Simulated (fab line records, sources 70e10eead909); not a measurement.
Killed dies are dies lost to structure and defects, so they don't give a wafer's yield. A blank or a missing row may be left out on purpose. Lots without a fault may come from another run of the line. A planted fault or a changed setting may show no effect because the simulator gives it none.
Which tool did it? | flow nand_harc | 13 lots, 36 wafers sampled, at 5 steps of a route of 1159

WHAT THE GAUGES READ, wafer by wafer
NHARC_P_CONTACT_INSPECT_27.
lot  | measured     | on                | raw_defect_count
L508 | day 6 03:34  | defect_inspect-02 | 260 332 309
L507 | day 6 04:05  | defect_inspect-01 | 220 186 259
L510 | day 6 07:28  | defect_inspect-02 | 197 199 302
L509 | day 6 12:10  | defect_inspect-01 | 161 188 140
L511 | day 6 18:12  | defect_inspect-01 | 330 532 294
L512 | day 6 18:45  | defect_inspect-02 | 324 286 472
L514 | day 7 16:59  | defect_inspect-01 | 290 180 204
L513 | day 7 17:32  | defect_inspect-02 | 151 113
L516 | day 8 01:43  | defect_inspect-01 | 444 393
L519 | day 8 21:51  | defect_inspect-01 | 250 333
L525 | day 10 06:58 | defect_inspect-02 | 334 472 388
L528 | day 10 23:07 | defect_inspect-01 | 337 260 349
L530 | day 11 12:26 | defect_inspect-01 | 204 375 370

NHARC_END_SORT_01.
lot  | measured     | on        | killed_at_array | killed_at_other | killed_at_periphery | killed_dies | killed_open | killed_short
L513 | day 20 19:29 | prober-01 | 15 24           | 0 0             | 1 36                | 16 60       | 2 1         | 0 1

WHICH TOOL RAN EACH LOT (tool, then ch and the chambers of the sampled wafers, then the start)
lot  | NHARC_P_CONTACT_ETCH_35            | NHARC_P_CONTACT_STRIP_28           | NHARC_P_CONTACT_PVD_32
L508 | rie_diel-10 ch 0,2,3, day 5 15:59  | rie_diel-10 ch 1,2,3, day 5 16:50  | pvd_sputter-03, day 6 03:34 or earlier
L507 | rie_diel-11 ch 0,2,3, day 5 16:51  | rie_diel-11 ch 1,2,3, day 5 17:43  | pvd_sputter-01, day 6 04:05 or earlier
L510 | rie_diel-02 ch 2,3, day 6 04:16    | rie_diel-10 ch 0,2, day 6 05:09    | pvd_sputter-02, day 6 07:28 or earlier
L509 | rie_diel-11 ch 0,2,3, day 6 04:56  | rie_diel-10 ch 0,2,3, day 6 05:49  | pvd_sputter-01, day 6 12:10 or earlier
L511 | rie_diel-10 ch 0,3, day 6 15:04    | rie_diel-10 ch 0,2,3, day 6 15:56  | pvd_sputter-01, day 6 18:12 or earlier
L512 | rie_diel-11 ch 1,2, day 6 15:43    | rie_diel-10 ch 0,2, day 6 16:34    | pvd_sputter-02, day 6 18:45 or earlier
L514 | rie_diel-10 ch 0,1,2, day 7 10:30  | rie_diel-10 ch 1,2,3, day 7 11:50  | pvd_sputter-01, day 7 16:59 or earlier
L513 | rie_diel-11 ch 0,1, day 7 10:59    | rie_diel-11 ch 0,2, day 7 11:56    | pvd_sputter-02, day 7 17:32 or earlier
L516 | rie_diel-11 ch 1,2, day 7 18:28    | rie_diel-11 ch 0,1, day 7 19:20    | pvd_sputter-03, day 8 01:43 or earlier
L519 | rie_diel-11 ch 1,2, day 8 17:19    | rie_diel-11 ch 0,2, day 8 18:12    | pvd_sputter-01, day 8 21:51 or earlier
L525 | rie_diel-10 ch 0,1, day 10 03:32   | rie_diel-11 ch 0,3, day 10 04:24   | pvd_sputter-03, day 10 06:58 or earlier
L528 | rie_diel-10 ch 0,2,3, day 10 20:06 | rie_diel-10 ch 0,1,3, day 10 20:58 | pvd_sputter-01, day 10 23:07 or earlier
L530 | rie_diel-10 ch 0,1,2, day 11 09:26 | rie_diel-02 ch 1,2,3, day 11 10:17 | pvd_sputter-03, day 11 12:26 or earlier
- NHARC_P_CONTACT_ETCH_35: etches the open film in CF4, target depth 39 nm, time 65 s.
- NHARC_P_CONTACT_STRIP_28: strips in O2.
- NHARC_P_CONTACT_PVD_32: deposits Ti, target thk 5 nm, time 17.7 s.

WHAT THE TOOLS THEMSELVES READ (means of the sampled wafers that have a number; where no wafer has one, the mark that the record gives instead)
NHARC_P_CONTACT_ETCH_35.
lot  | tool        | cf4_flow_sccm (sccm) | drypump_motor_current_A (A) | oes_product_au (a.u.) | rf_fwd_power_W (W) | rf_vpp_V (V) | showerhead_plenum_p_Torr (Torr) | throttle_valve_pct (%)
L508 | rie_diel-10 | 150.0                | 5.6                         | 1.005                 | 296.9              | 151.4        | 1.75                            | 13.286
L507 | rie_diel-11 | 150.0                | 5.9                         | 1.000                 | 297.2              | 152.9        | 1.80                            | 13.287
L510 | rie_diel-02 | 150.2                | 5.4                         | 0.996                 | 295.3              | 149.6        | 1.65                            | 13.283
L509 | rie_diel-11 | 149.9                | 5.8                         | 1.006                 | 296.5              | 151.3        | 1.80                            | 13.282
L511 | rie_diel-10 | 150.2                | 5.7                         | 1.014                 | 297.1              | 150.8        | 1.71                            | 13.279
L512 | rie_diel-11 | 149.6                | 6.2                         | 0.993                 | 297.8              | 150.9        | 1.75                            | 13.284
L514 | rie_diel-10 | 149.3                | 5.3                         | 1.003                 | 296.7              | 151.7        | 1.76                            | 13.284
L513 | rie_diel-11 | 149.8                | 5.8                         | 0.911                 | 298.1              | 151.6        | 1.77                            | 13.270
L516 | rie_diel-11 | 150.1                | 6.2                         | 0.916                 | 297.1              | 150.6        | 1.77                            | 13.281
L519 | rie_diel-11 | 150.3                | 6.2                         | 0.833                 | 297.1              | 151.6        | 1.76                            | 13.291
L525 | rie_diel-10 | 149.4                | 5.6                         | 1.006                 | 297.1              | 150.4        | 1.74                            | 13.287
L528 | rie_diel-10 | 150.0                | 5.6                         | 0.999                 | 297.5              | 151.0        | 1.75                            | 13.283
L530 | rie_diel-10 | 150.7                | 5.3                         | 0.997                 | 296.8              | 151.3        | 1.75                            | 13.294

NHARC_P_CONTACT_STRIP_28.
lot  | tool        | drypump_motor_current_A (A) | oes_product_au (a.u.) | rf_vpp_V (V) | showerhead_plenum_p_Torr (Torr) | throttle_valve_pct (%)
L508 | rie_diel-10 | 5.4                         | 0.993                 | 58.1         | 3.44                            | 17.034
L507 | rie_diel-11 | 6.1                         | 1.003                 | 57.7         | 3.49                            | 17.032
L510 | rie_diel-10 | 5.4                         | 0.996                 | 57.4         | 3.59                            | 17.041
L509 | rie_diel-10 | 5.6                         | 1.006                 | 58.1         | 3.50                            | 17.036
L511 | rie_diel-10 | 5.6                         | 1.005                 | 57.8         | 3.50                            | 17.042
L512 | rie_diel-10 | 5.6                         | 1.001                 | 57.1         | 3.56                            | 17.033
L514 | rie_diel-10 | 5.3                         | 0.995                 | 56.3         | 3.44                            | 17.044
L513 | rie_diel-11 | 5.8                         | 0.993                 | 58.7         | 3.66                            | 17.038
L516 | rie_diel-11 | 5.8                         | 0.990                 | 59.0         | 3.54                            | 17.027
L519 | rie_diel-11 | 5.8                         | 0.991                 | 57.5         | 3.66                            | 17.030
L525 | rie_diel-11 | 5.7                         | 1.000                 | 57.4         | 3.51                            | 17.040
L528 | rie_diel-10 | 5.5                         | 1.012                 | 57.1         | 3.41                            | 17.041
L530 | rie_diel-02 | 5.8                         | 0.995                 | 58.3         | 3.54                            | 17.035

NHARC_P_CONTACT_PVD_32.
lot  | tool           | throttle_valve_pct (%)
L508 | pvd_sputter-03 | 30.0
L507 | pvd_sputter-01 | 30.3
L510 | pvd_sputter-02 | 29.5
L509 | pvd_sputter-01 | 31.0
L511 | pvd_sputter-01 | 30.8
L512 | pvd_sputter-02 | 29.5
L514 | pvd_sputter-01 | 31.1
L513 | pvd_sputter-02 | 29.1
L516 | pvd_sputter-03 | 30.4
L519 | pvd_sputter-01 | 32.0
L525 | pvd_sputter-03 | 29.3
L528 | pvd_sputter-01 | 30.2
L530 | pvd_sputter-03 | 30.9

THE ANSWER, worked out from the rows above alone
Rule: what is usual is taken from the lots themselves. Put in order of their means at a reading, lots are off if they are a third of the lots or fewer, leave a main group of 4 or more, and stand apart from it by a gap of 3 or more times the standard deviation of the main group's means; of several such gaps the widest counts. A main group whose means are all the same, to the digits that the tables above print for the reading, isn't used. A lot without any number at a reading at which 4 lots or more have one is off too. The other lots that the step has rows for count as sound. The gauges are gone through in route order, then the tools' own readings, and for those a lot's mean is taken as printed above. The first step at which some lot is off is used, and at that step the reading that is off furthest; a lot without a number counts as furthest.
Off: L513, L516, L519, at NHARC_P_CONTACT_ETCH_35 (oes_product_au). The main group: mean 1.002 a.u., standard deviation 0.0058.
A tool fits if, at that step or a process step before it, it ran every lot that is off, and no sound lot after the first of them. One fits: rie_diel-11 at NHARC_P_CONTACT_ETCH_35. Its last sound lot is L512 (day 6 15:43), its first lot that is off L513 (day 7 10:59): a fault that began between those two fits.
The tool's own readings at NHARC_P_CONTACT_ETCH_35 bear it out: on the lots that are off they differ by more than 5 times the standard deviation of the sound lots' means. oes_product_au reads 0.887 a.u. there against 1.002 a.u. on the sound lots.

WHAT THE SIMULATOR HAD PUT IN
Process parameter drift: rie_diel-11, from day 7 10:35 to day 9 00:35, at NHARC_P_CONTACT_ETCH_35. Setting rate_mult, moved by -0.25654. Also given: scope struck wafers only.
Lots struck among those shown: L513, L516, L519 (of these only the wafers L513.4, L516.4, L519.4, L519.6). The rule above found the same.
